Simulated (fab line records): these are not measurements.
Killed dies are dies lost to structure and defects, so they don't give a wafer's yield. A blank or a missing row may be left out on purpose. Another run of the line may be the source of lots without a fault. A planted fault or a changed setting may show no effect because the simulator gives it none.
fab line records | flow n5-finfet | part 2 of 2: steps 5 to 6 of 6
[record] lots = 19 wafers = 57 last-day = 20
route steps=1938 shown ZERO_LAYER@15 PMOS_HMC_CHANNEL_EPI@67 FIN_SAQP@115
lots untouched by any fault: they come from a run of this same line in which no faults occurred
start-h: hours from the record's first day to the start of the lot's first wafer shown | wait-h: hours from the lot's prior step to this one | " as in the row above | L1.1+2: a row that stands for several wafers | - no value, or no start given | * or withheld: withheld | < > ~ a bound
route shown NAME@n: a module of which the file shows steps, and the number in the route of the first | usual: mean/standard deviation of fault-free wafers | same: alike in all rows | chamber/n: place in a boat | sites: per-site readings | _std_site: how widely they spread, as a standard deviation | _edge_site: outer sites' mean less inner sites' | radius-mm: for every site, how far away it sits from the centre of the wafer | mask NAME#n: copy n | behind: tool/chamber where the wafer was last shaped | hold: the reason the lot was held/the length of the hold in hours/how it ended | device: transistor that didn't switch, given as n, p or np | end of line: the route-end tests of the same wafers | a step given without rows: its recipe and nothing more | killed: not the wafer's yield, but the dies lost to structure and defects at the first sort | map: a wafer's dies, marking killed ones x, the rest . and places with no die _
set.NAME: the setting the step ran with; set.NAME@STEP: the setting that earlier step ran with | model.NAME: the simulator's own value behind a step, which no gauge read
a sample of lots followed through the steps of the route, with each step as a table and each wafer as a row
services: the hour from which a tool's chamber was out of use, counted from the record's first day as start-h (under 0 if before that day), plus the number of hours and why
[[steps]]
[step N5_FIN_SAQP_ETCH_51]
[recipe] chemistry = CF4 target = SiARC target-depth-a = 455 mask-material = CAR-ArF time-s = 75.8 ion-energy-ev = 80 pressure-mtorr = 40 source-w = 545 bias-w = 36 Ar_flow_sccm = 100 cf4-flow-sccm = 100 ends = cleared
[usual] bias-w = 36.00/0.11 drypump-motor-current-A = 5.7/0.44 etch-rf-on-time-s = 75.5/0.64 oes-product-au = 0.66/0.057 rf-vpp-V = 184.4/0.88 showerhead-plenum-p-Torr = 2.17/0.038 throttle-valve-pct = 15.58/0.15
// columns lot.wafer tool chamber start-h wait-h bias-w drypump-motor-current-A etch-rf-on-time-s oes-product-au rf-hours-counter-h rf-vpp-V showerhead-plenum-p-Torr throttle-valve-pct
L075.2 rie-diel-05 3 28.28 0.0 35.98 5.5 75.6 0.67 119 185.6 2.24 15.50
L075.4 " 1 " " 35.93 6.3 76.4 0.58 249 184.3 2.11 15.72
L075.6 " 3 " " 35.96 5.4 75.7 0.67 - 185.6 2.24 15.48
L076.1 rie-diel-04 1 33.27 0.0 36.05 5.3 76.8 0.62 169 185.2 2.22 15.54
L076.4 " 3 " " 36.03 5.4 75.3 0.62 171 185.8 2.23 15.74
L076.6 " 2 " " 36.01 6.2 74.6 0.67 - 184.5 2.14 15.55
L077.1 rie-diel-02 0 39.92 0.0 35.84 6.2 75.8 0.79 17 183.9 2.18 15.38
L077.2 " 1 " " 35.97 5.7 75.4 0.66 132 183.2 2.15 15.64
L077.5 " 0 " " 35.86 6.2 76.0 0.79 - 185.0 2.18 15.39
L078.1 rie-diel-05 2 48.67 0.0 35.94 5.7 76.2 0.65 157 185.0 2.14 15.40
L078.3 " 0 " " 36.02 6.1 75.3 0.68 87 184.2 2.16 15.55
L078.4 " 2 " " 36.17 5.7 75.4 0.65 - 184.3 2.14 15.40
L079.1 rie-diel-02 2 51.54 0.0 35.92 4.9 75.5 0.66 123 183.7 2.15 15.76
L079.2 " 0 " " 36.02 6.2 76.2 0.79 21 184.7 2.18 15.40
L079.6 " 0 " " 35.93 6.2 75.6 0.78 - 183.7 2.18 15.40
L080.1 rie-diel-02 2 58.11 0.0 36.03 4.9 74.5 0.67 123 183.1 2.15 15.77
L080.2 " 3 " " 35.99 5.8 74.5 0.62 191 185.8 2.21 15.71
L080.5 " 2 " " 35.88 4.9 74.4 0.67 - 184.4 2.15 15.76
L081.1 rie-diel-02 0 64.51 0.0 35.83 6.2 76.4 0.77 24 185.7 2.18 15.41
L081.3 " 1 " " 36.00 5.6 75.3 0.66 138 183.1 2.15 15.66
L081.4 " 2 " " 35.97 4.9 75.6 0.66 125 185.3 2.15 15.76
L082.3 rie-diel-02 1 69.77 0.0 36.07 5.7 74.2 0.66 139 183.0 2.15 15.67
L082.5 " 1 " " 36.15 5.7 74.8 0.66 - 183.9 2.15 15.66
L082.6 " 0 " " 35.82 6.2 74.7 0.79 - 183.2 2.18 15.41
L085.3 rie-diel-04 1 88.29 0.0 35.85 5.3 77.2 0.62 186 186.2 2.21 15.57
L085.4 " 0 " " 36.03 6.0 75.8 0.60 196 184.2 2.13 15.52
L085.6 " 3 " " 35.98 5.4 76.6 0.60 - 184.8 2.22 15.78
L087.3 rie-diel-05 0 101.15 0.0 35.86 6.1 75.3 0.67 105 183.8 2.16 15.58
L087.4 " 3 " " 36.13 5.5 76.2 0.65 145 185.4 2.23 15.54
L087.6 " 2 " " 36.06 5.7 76.5 0.63 - 183.4 2.13 15.43
L088.3 rie-diel-02 3 105.88 0.0 35.87 5.8 75.2 0.61 204 184.1 2.20 15.75
L088.5 " 2 " " 35.95 4.8 75.2 0.65 - 184.8 2.15 15.78
L088.6 " 3 " " 36.17 5.8 76.0 0.61 - 184.5 2.20 15.74
L089.2 rie-diel-02 0 111.56 0.0 36.14 6.2 76.2 0.76 38 183.5 2.18 15.42
L089.4 " 2 " " 36.10 4.9 75.0 0.65 138 184.9 2.15 15.80
L089.5 " 1 " " 35.88 5.7 75.1 0.64 - 184.3 2.15 15.69
L090.2 rie-diel-04 1 120.73 0.0 35.87 5.3 77.0 0.60 197 186.1 2.21 15.58
L090.4 " 2 " " 35.98 6.2 74.6 0.65 168 183.2 2.13 15.59
L090.5 " 3 " " 36.08 5.4 75.9 0.59 - 185.5 2.22 15.81
L091.1 rie-diel-04 0 126.18 0.0 36.00 6.0 74.8 0.59 209 184.7 2.12 15.53
L091.3 " 2 " " 36.07 6.2 75.6 0.64 170 183.7 2.13 15.60
L091.4 " 1 " " 35.87 5.3 76.4 0.60 199 185.6 2.21 15.57
L093.3 rie-diel-05 0 149.62 0.0 36.17 6.1 75.7 0.65 117 184.6 2.15 15.61
L093.5 " 3 " " 35.88 5.5 75.9 0.65 - 183.7 2.23 15.56
L093.6 " 0 " " 36.01 6.2 75.4 0.65 - 184.0 2.15 15.62
L094.1 rie-diel-02 2 156.66 0.0 36.07 4.9 75.3 0.64 151 183.4 2.14 15.83
L094.2 " 3 " " 35.99 5.8 76.3 0.60 218 185.1 2.20 15.78
L094.6 " 0 " " 36.08 6.2 76.5 0.73 - 184.8 2.17 15.45
L095.1 rie-diel-05 0 157.41 0.0 36.05 6.1 76.3 0.65 121 184.9 2.15 15.62
L095.4 " 3 " " 36.15 5.5 76.5 0.64 161 184.7 2.22 15.58
L095.6 " 0 " " 36.08 6.1 75.9 0.65 - 184.0 2.15 15.61
L096.1 rie-diel-05 0 158.16 0.0 35.94 6.1 75.1 0.65 122 183.9 2.15 15.62
L096.3 " 1 " " 35.86 6.3 74.3 0.75 32 185.8 2.10 15.29
L096.6 " 0 " " 36.00 6.1 75.2 0.65 - 184.9 2.15 15.62
L097.1 rie-diel-05 3 162.81 0.0 35.97 5.5 76.5 0.64 162 184.7 2.22 15.57
L097.2 " 0 " " 36.05 6.1 75.9 0.64 123 183.5 2.15 15.62
L097.6 " 2 " " 36.25 5.7 76.1 0.62 - 183.4 2.13 15.47
[step N5_FIN_SAQP_ETCH_67]
[recipe] chemistry = CH3F/O2 target = SiNx target-depth-a = 300 mask-material = SOC pressure-mtorr = 30 source-w = 395 bias-w = 73 Ar_flow_sccm = 150 CH3F_flow_sccm = 30 O2_flow_sccm = 20 ion-energy-ev = 120
[usual] bias-w = 73.01/0.24 drypump-motor-current-A = 5.8/0.43 oes-product-au = 0.77/0.07 rf-vpp-V = 299.0/2.6 showerhead-plenum-p-Torr = 2.02/0.037 throttle-valve-pct = 16.33/0.15
// columns lot.wafer tool chamber start-h wait-h bias-w drypump-motor-current-A oes-product-au rf-hours-counter-h rf-vpp-V showerhead-plenum-p-Torr throttle-valve-pct
L075.2 rie-diel-04 2 31.79 0.0 73.42 6.2 0.78 140 297.3 2.00 16.30
L075.4 " 1 " " 72.97 5.3 0.73 168 301.0 2.08 16.29
L075.6 " 2 " " 73.53 6.2 0.78 - 299.2 2.00 16.27
L076.1 rie-diel-05 2 36.02 0.0 72.80 5.7 0.75 151 297.9 2.01 16.16
L076.4 " 0 " " 72.61 6.1 0.79 - 296.1 2.03 16.31
L076.6 " 3 " " 72.91 5.4 0.79 - 298.5 2.09 16.25
L077.1 rie-diel-02 0 43.38 0.0 73.14 6.2 0.92 19 300.3 2.04 16.15
L077.2 " 1 " " 73.17 5.7 0.78 133 301.1 2.01 16.42
L077.5 " 2 " " 73.01 4.9 0.78 - 300.0 2.01 16.53
L078.1 rie-diel-04 1 51.49 0.0 73.42 5.3 0.72 175 300.9 2.08 16.31
L078.3 " 0 " " 73.58 6.0 0.71 184 298.1 1.99 16.22
L078.4 " 3 " " 72.77 5.4 0.71 177 294.6 2.08 16.48
L079.1 rie-diel-05 0 54.54 0.0 72.97 6.1 0.79 90 296.2 2.02 16.33
L079.2 " 2 " " 72.70 5.7 0.76 159 296.5 2.01 16.18
L079.6 " 2 " " 72.90 5.7 0.76 - 296.9 2.01 16.19
L080.1 rie-diel-05 0 60.94 0.0 73.03 6.1 0.79 92 295.8 2.02 16.30
L080.2 " 1 " " 73.16 6.3 0.97 2 299.6 1.97 15.97
L080.5 " 2 " " 72.87 5.7 0.76 - 297.6 2.00 16.20
L081.1 rie-diel-02 0 67.26 0.0 73.18 6.2 0.91 25 301.1 2.04 16.17
L081.3 " 2 " " 72.96 4.9 0.77 126 302.6 2.01 16.53
L081.4 " 3 " " 73.38 5.8 0.72 194 302.7 2.06 16.46
L082.3 rie-diel-04 2 72.74 0.0 73.13 6.2 0.77 154 300.4 2.00 16.32
L082.5 " 0 " " 73.22 6.0 0.70 - 298.4 1.98 16.25
L082.6 " 3 " " 72.88 5.3 0.70 - 293.1 2.08 16.51
L085.3 rie-diel-05 1 92.43 0.0 72.79 6.3 0.92 14 299.3 1.96 15.99
L085.4 " 0 " " 72.67 6.1 0.78 102 296.6 2.02 16.34
L085.6 " 2 " " 73.02 5.7 0.75 - 296.2 2.00 16.23
L087.3 rie-diel-05 2 103.90 0.0 73.14 5.7 0.74 176 296.0 2.00 16.23
L087.4 " 1 " " 72.96 6.3 0.91 18 300.6 1.96 15.99
L087.6 " 2 " " 73.25 5.7 0.74 - 297.9 2.00 16.22
L088.3 rie-diel-04 3 108.90 0.0 73.04 5.3 0.69 196 292.2 2.07 16.51
L088.5 " 2 " " 73.57 6.2 0.76 - 297.7 1.99 16.34
L088.6 " 3 " " 73.21 5.3 0.69 - 291.7 2.07 16.51
L089.2 rie-diel-02 0 114.78 0.0 73.13 6.2 0.89 39 300.5 2.03 16.19
L089.4 " 3 " " 73.10 5.8 0.71 207 303.3 2.06 16.48
L089.5 " 1 " " 72.59 5.7 0.76 - 300.3 2.01 16.45
L090.2 rie-diel-02 3 126.77 0.0 73.09 5.8 0.72 210 301.4 2.06 16.49
L090.4 " 0 " " 73.16 6.2 0.88 42 301.1 2.03 16.22
L090.5 " 3 " " 73.33 5.8 0.71 - 300.4 2.06 16.49
L091.1 rie-diel-04 1 129.18 0.0 72.79 5.3 0.71 200 300.2 2.07 16.35
L091.3 " 3 " " 72.99 5.4 0.69 203 293.2 2.07 16.54
L091.4 " 0 " " 72.78 6.0 0.70 210 298.3 1.98 16.27
L093.3 rie-diel-02 2 152.79 0.0 72.99 4.9 0.76 149 301.3 2.00 16.57
L093.5 " 3 " " 72.79 5.8 0.71 - 300.8 2.06 16.51
L093.6 " 0 " " 73.14 6.2 0.88 - 300.3 2.03 16.20
L094.1 rie-diel-04 0 159.87 0.0 72.56 6.0 0.68 214 298.2 1.98 16.28
L094.2 " 2 " " 72.66 6.3 0.75 175 299.3 1.99 16.33
L094.6 " 0 " " 72.47 6.0 0.69 - 297.1 1.98 16.27
L095.1 rie-diel-04 0 162.09 0.0 73.15 6.0 0.68 215 297.2 1.98 16.28
L095.4 " 0 " " 72.98 6.0 0.68 - 295.8 1.98 16.27
L095.6 " 2 " " 73.50 6.2 0.75 - 298.2 1.99 16.33
L096.1 rie-diel-02 1 162.24 0.0 72.99 5.7 0.74 166 301.0 2.00 16.49
L096.3 " 3 " " 73.10 5.8 0.70 219 301.2 2.06 16.51
L096.6 " 2 " " 72.83 4.9 0.74 - 300.1 2.00 16.58
L097.1 rie-diel-05 2 165.81 0.0 72.94 5.7 0.73 193 295.2 1.99 16.26
L097.2 " 0 " " 72.86 6.1 0.75 125 295.8 2.01 16.38
L097.6 " 1 " " 72.79 6.3 0.87 - 300.0 1.96 16.03
[[services]]
// columns tool chamber start-h hours kind
rie-diel-02 - 15.41 0.6 repair
rie-diel-01 1 28.63 15.2 repair
rie-diel-05 1 30.81 - clean
rie-diel-03 3 37.19 - clean
rie-diel-03 3 37.19 - consumable-replace:focus-ring
rie-diel-03 3 37.19 11.0 scheduled-down
rie-diel-03 3 37.19 11.0 vent-cycle
rie-diel-03 - 56.58 0.7 repair
rie-diel-06 2 62.12 2.9 repair
rie-diel-03 1 63.66 28.1 repair
rie-diel-02 - 71.96 1.9 repair
rie-diel-01 0 75.90 1.5 repair
rie-diel-02 - 91.19 4.7 repair
rie-diel-01 2 108.89 - clean
rie-diel-01 2 108.89 - consumable-replace:focus-ring
rie-diel-01 2 108.89 - consumable-replace:showerhead
rie-diel-01 2 108.89 24.0 scheduled-down
rie-diel-01 2 108.89 24.0 vent-cycle
rie-diel-04 1 137.43 26.9 repair
rie-diel-04 - 140.31 15.6 pm
rie-diel-01 3 154.08 - clean
rie-diel-01 3 154.08 - consumable-replace:focus-ring
rie-diel-01 3 154.08 18.9 scheduled-down
rie-diel-01 3 154.08 18.9 vent-cycle
